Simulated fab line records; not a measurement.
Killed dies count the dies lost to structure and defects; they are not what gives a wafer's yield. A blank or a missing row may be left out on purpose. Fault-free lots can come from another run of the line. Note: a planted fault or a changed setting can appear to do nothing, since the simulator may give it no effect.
Check of tool commonality :: flow nand-harc :: 9 wafers sampled across 3 lots

== REASON IT WAS OPENED ==
On 3 of the 3 lots, a flag is raised at NHARC_END_SORT_01 on the reading killed-dies. Fault-free wafers read 32, with a standard deviation of 11.
Rule: a lot is flagged in two cases, either no wafer of it has a number, or all its wafers with numbers fall more than 4 standard deviations from that mean. As for the other lots, they are considered sound.

lot: L769
measured: day 20 16:56
on: prober-01
killed-dies, wafer by wafer: 677 677 677
flag: FLAGGED

lot: L770
measured: day 20 21:56
on: prober-02
killed-dies, wafer by wafer: 677 677 677
flag: FLAGGED

lot: L768
measured: day 21 09:24
on: prober-02
killed-dies, wafer by wafer: 677 677 677
flag: FLAGGED
The mean of the flagged lots' numbers is 677, +645 from the usual (+59 standard deviations).

== WHICH TOOL EACH LOT WENT THROUGH ==
4 process steps preceding the reading are held in the record, out of 1159 steps in the route. Every cell lists first the tool, next ch and the chambers used by the sampled wafers, and last the start.
lot: L769
flag: FLAGGED
NHARC_A_CHANNEL_FILL_D1_ALD_02: ald-hk-03 ch 0,1, day 10 08:31
NHARC_A_CHANNEL_FILL_D1_ALD_15: ald-sin-batch-01 ch 0, day 12 12:13 or earlier
NHARC_A_CHANNEL_FILL_D1_ETCHBACK_08: rie-diel-10 ch 0,2, day 12 12:13 or earlier
NHARC_A_STAIRCASE_ETCH_169: rie-diel-04 ch 0,2, day 12 12:13

lot: L770
flag: FLAGGED
NHARC_A_CHANNEL_FILL_D1_ALD_02: ald-hk-02 ch 0,2,3, day 10 09:23
NHARC_A_CHANNEL_FILL_D1_ALD_15: ald-sin-batch-01 ch 0, day 12 12:25 or earlier
NHARC_A_CHANNEL_FILL_D1_ETCHBACK_08: rie-diel-09 ch 1,2,3, day 12 12:25 or earlier
NHARC_A_STAIRCASE_ETCH_169: rie-diel-04 ch 0,3, day 12 12:25

lot: L768
flag: FLAGGED
NHARC_A_CHANNEL_FILL_D1_ALD_02: ald-hk-03 ch 1,2,3, day 10 12:42
NHARC_A_CHANNEL_FILL_D1_ALD_15: ald-sin-batch-01 ch 0, day 12 17:34 or earlier
NHARC_A_CHANNEL_FILL_D1_ETCHBACK_08: rie-diel-10 ch 0,2,3, day 12 17:34 or earlier
NHARC_A_STAIRCASE_ETCH_169: rie-diel-04 ch 0,1,2, day 12 17:34
What is done by these steps:
- NHARC_A_CHANNEL_FILL_D1_ALD_02: deposits SiO2, target thk 6 nm, pulse time 10 s, ald cycles 60.
- NHARC_A_CHANNEL_FILL_D1_ALD_15: deposits SiNx, target thk 2 nm, pulse time 60 s, ald cycles 19.
- NHARC_A_CHANNEL_FILL_D1_ETCHBACK_08: etches the open film in C4F8, target depth 220 nm, time 110 s.
- NHARC_A_STAIRCASE_ETCH_169: etches the open film in CH3F/O2, target depth 50 nm, time 107.1 s.
- NHARC_END_SORT_01

== FLAGGED OVER TOTAL, TOOL BY TOOL (the gauges that took the reading come last) ==
step: NHARC_A_CHANNEL_FILL_D1_ALD_02
tool: ald-hk-02
lots run: 1
flagged: 1
share of the flagged lots: some
sound lots run after its first flagged lot: 0

step: NHARC_A_CHANNEL_FILL_D1_ALD_02
tool: ald-hk-03
lots run: 2
flagged: 2
share of the flagged lots: some
sound lots run after its first flagged lot: 0

step: NHARC_A_CHANNEL_FILL_D1_ALD_15
tool: ald-sin-batch-01
lots run: 3
flagged: 3
share of the flagged lots: all
sound lots run after its first flagged lot: 0

step: NHARC_A_CHANNEL_FILL_D1_ETCHBACK_08
tool: rie-diel-09
lots run: 1
flagged: 1
share of the flagged lots: some
sound lots run after its first flagged lot: 0

step: NHARC_A_CHANNEL_FILL_D1_ETCHBACK_08
tool: rie-diel-10
lots run: 2
flagged: 2
share of the flagged lots: some
sound lots run after its first flagged lot: 0

step: NHARC_A_STAIRCASE_ETCH_169
tool: rie-diel-04
lots run: 3
flagged: 3
share of the flagged lots: all
sound lots run after its first flagged lot: 0

step: NHARC_END_SORT_01
tool: prober-01
lots run: 1
flagged: 1
share of the flagged lots: some
sound lots run after its first flagged lot: 0

step: NHARC_END_SORT_01
tool: prober-02
lots run: 2
flagged: 2
share of the flagged lots: some
sound lots run after its first flagged lot: 0
Because NHARC_A_CHANNEL_FILL_D1_ALD_15 lacks a start for some lots, the hours and order of its lots are taken from NHARC_A_STAIRCASE_ETCH_169. Because NHARC_A_CHANNEL_FILL_D1_ETCHBACK_08 lacks a start for some lots, the hours and order of its lots are taken from NHARC_A_STAIRCASE_ETCH_169.

== THE TABLE: WHAT IT ALLOWS ==
Table rows that saw every flagged lot: 2, namely ald-sin-batch-01 at NHARC_A_CHANNEL_FILL_D1_ALD_15 and rie-diel-04 at NHARC_A_STAIRCASE_ETCH_169.
- ald-sin-batch-01 at NHARC_A_CHANNEL_FILL_D1_ALD_15: 3 of its 3 lots flagged. No sound lot ran on it before its first flagged lot in this sample; the start therefore can't be narrowed down.
- rie-diel-04 at NHARC_A_STAIRCASE_ETCH_169: 3 of its 3 lots flagged. No sound lot ran on it before its first flagged lot in this sample; the start therefore can't be narrowed down.
These 2 tools cannot be told apart by counting lots, since each of them fits a fault that started at some hour. More lots, or a look at what each step does to the wafer, might.

== WHAT HAD BEEN PUT IN BY THE SIMULATOR ==
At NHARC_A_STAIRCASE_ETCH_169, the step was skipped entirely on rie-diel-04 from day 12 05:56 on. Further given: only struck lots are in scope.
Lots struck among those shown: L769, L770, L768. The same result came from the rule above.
